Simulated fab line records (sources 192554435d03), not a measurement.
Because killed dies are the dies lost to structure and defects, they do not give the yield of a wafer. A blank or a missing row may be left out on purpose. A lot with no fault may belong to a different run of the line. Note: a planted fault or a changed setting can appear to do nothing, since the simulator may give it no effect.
A lot that was struck, set against a sound lot / flow n5-finfet / 14 out of 1938 route steps
Sound: wafers L882.1, L882.5, L882.6. Wafers L886.1, L886.2, L886.4 were the ones struck. The cause is given at the end.
Order at every step that has rows: each side's tool, ch and its chambers, its first start. Under that, the readings that differ: sound wafers / struck wafers / difference of the means / sigmas: that difference in standard deviations of wafers without a fault.
alike: same words and numbers on both sides, and readings whose means sit less than 2 such deviations apart. not compared: any withheld reading, any reading some wafer has no value for, any bound like >300 that may hide the same value, and any number with overlapping values for which the record gives no deviation.
The two part at a step that has a row with sigmas, a row that says differs or no value, or rows on one side only. Numbers that don't overlap but have no deviation are shown without sigmas and don't part them. Lack of a reading on every wafer of one side parts them only where that side has two or more wafers.

N5_BEOL_M9_VIA_ETCH_34: etches SiCOH lowk in C4F6/O2, target depth 182.4 nm, time 68.4 s.
  sound on rie-diel-03 ch 0,1,3, day 10 13:46; struck on rie-diel-03 ch 0,1,3, day 11 19:52
  alike: drypump-motor-current-A, oes_ar_750_au, oes-product-au, rf-vpp-V, showerhead-plenum-p-Torr, throttle-valve-pct
  not compared: rf-hours-counter-h
then, 1 step without rows for these wafers: N5_BEOL_M9_STRIP_73 (strips in C4F6/O2).
N5_BEOL_M9_STRIP_36: strips in N2/H2.
  sound on rie-diel-03 ch 0,1,3, day 10 13:49; struck on rie-diel-03 ch 0,1,3, day 11 19:56
  alike: drypump-motor-current-A, oes-product-au, rf-vpp-V, showerhead-plenum-p-Torr, throttle-valve-pct
  not compared: rf-hours-counter-h
N5_BEOL_M9_TRENCH_ETCH_37: etches SiCOH lowk in C4F6/O2, target depth 151.43 nm, time 49 s.
  sound on rie-diel-03 ch 0,1,3; struck on rie-diel-03 ch 0,1,3
  alike: drypump-motor-current-A, oes_ar_750_au, oes-product-au, rf-vpp-V, showerhead-plenum-p-Torr, throttle-valve-pct
  not compared: rf-hours-counter-h
N5_BEOL_M9_ETCH_41: etches SiCN in CH3F/O2, target depth 36.6 nm, time 70.1 s.
  sound on rie-diel-03 ch 0,1,3; struck on rie-diel-03 ch 0,1,3
  alike: drypump-motor-current-A, oes-product-au, rf-vpp-V, showerhead-plenum-p-Torr, throttle-valve-pct
  not compared: rf-hours-counter-h
then, 1 step without rows for these wafers: N5_BEOL_M9_STRIP_80 (strips in N2/H2, time 10 s).
N5_BEOL_M9_OCD_MEAS_38:
  sound on ocd-01 at day 10 14:02; struck on ocd-02 at day 11 20:09
  alike: trench-depth-nm
then, 4 steps without rows for these wafers: N5_BEOL_M9_HM_STRIP_39 (strips TiN in peroxide tin strip, target depth 25 nm, time 158 s); N5_BEOL_M9_SRD_40 (time 30 s); N5_BEOL_M9_PRECLEAN_42 (cleans in residue remover, time 60 s); N5_BEOL_M9_SRD_43 (time 30 s).
N5_BEOL_M9_CD_MEAS_35: target cd 70 nm, target cd y 40 nm.
  sound on cd-sem-02 at day 10 14:11; struck on cd-sem-03 at day 11 20:18
  alike: cd-nm
N5_BEOL_M9_CURE_72: cures SiCOH lowk, time 120 s.
  sound on uv-cure-02 ch 1, day 10 14:14; struck on uv-cure-02 ch 1, day 11 20:20
  no value came back on the struck wafers for lamp-power-pct (%), run-length-s (s), wafer_temp_C_max; on the sound wafers lamp-power-pct (%) reads 52.39 52.39 52.30
N5_BEOL_M9_DEGAS_44: time 60 s.
  sound on pvd-sputter-02 at day 10 14:48; struck on pvd-sputter-03 at day 11 20:57
  alike: heater-power-w

== WHERE THEY PART ==
Within this record, at N5_BEOL_M9_CURE_72 only. Later steps at which nothing parts them and some readings are alike: N5_BEOL_M9_DEGAS_44.

WHY: whatever the simulator had introduced
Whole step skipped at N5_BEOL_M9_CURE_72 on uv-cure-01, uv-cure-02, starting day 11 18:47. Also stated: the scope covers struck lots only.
